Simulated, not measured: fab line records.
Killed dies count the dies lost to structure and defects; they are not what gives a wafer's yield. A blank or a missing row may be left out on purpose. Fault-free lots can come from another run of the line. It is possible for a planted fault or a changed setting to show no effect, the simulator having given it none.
Chamber matching || flow nand harc || NHARC_A_CHANNEL_FILL_D1_STRIP_28 on rie diel-11 has 4 sister chambers
The step strips in O2, time 20 s. 4 wafers are shown with their chamber, then 8 later ones without.

## WAFERS WITH THEIR CHAMBER
{"wafer": "L086.5", "chamber": 1, "showerhead plenum p Torr (Torr)": 3.52}
{"wafer": "L087.1", "chamber": 3, "showerhead plenum p Torr (Torr)": 3.61}
{"wafer": "L087.4", "chamber": 0, "showerhead plenum p Torr (Torr)": 3.33}
{"wafer": "L088.3", "chamber": 2, "showerhead plenum p Torr (Torr)": 3.48}

## WAFERS MISSING THEIR CHAMBER
{"wafer": "L088.4", "showerhead plenum p Torr (Torr)": 3.52}
{"wafer": "L088.6", "showerhead plenum p Torr (Torr)": 3.60}
{"wafer": "L090.1", "showerhead plenum p Torr (Torr)": 3.60}
{"wafer": "L090.2", "showerhead plenum p Torr (Torr)": 3.48}
{"wafer": "L090.5", "showerhead plenum p Torr (Torr)": 3.48}
{"wafer": "L096.1", "showerhead plenum p Torr (Torr)": 3.48}
{"wafer": "L096.2", "showerhead plenum p Torr (Torr)": 3.33}
{"wafer": "L096.4", "showerhead plenum p Torr (Torr)": 3.33}

## CHAMBER TAKEN BY EACH
{"wafer": "L088.4", "from the rows above": 1, "in truth": 1}
{"wafer": "L088.6", "from the rows above": 3, "in truth": 3}
{"wafer": "L090.1", "from the rows above": 3, "in truth": 3}
{"wafer": "L090.2", "from the rows above": 2, "in truth": 2}
{"wafer": "L090.5", "from the rows above": 2, "in truth": 2}
{"wafer": "L096.1", "from the rows above": 2, "in truth": 2}
{"wafer": "L096.2", "from the rows above": 0, "in truth": 0}
{"wafer": "L096.4", "from the rows above": 0, "in truth": 0}
Correct placement for 8 of the 8. From these rows, 0 cannot be placed. 0 placed wrongly.
How it was worked out, from the rows above alone: a wafer's distance from a chamber is the root of the sum, over the readings, of the square of ((its reading less the chamber's mean) divided by the reading's scatter). The wafer belongs to the nearest chamber; if the next one is less than 2 further off, it can't be placed. Each chamber's mean is taken over the wafers shown for it. The scatter: with one shown wafer a chamber, the root of the mean of the squares of how far each hidden wafer lies from its nearest shown one.
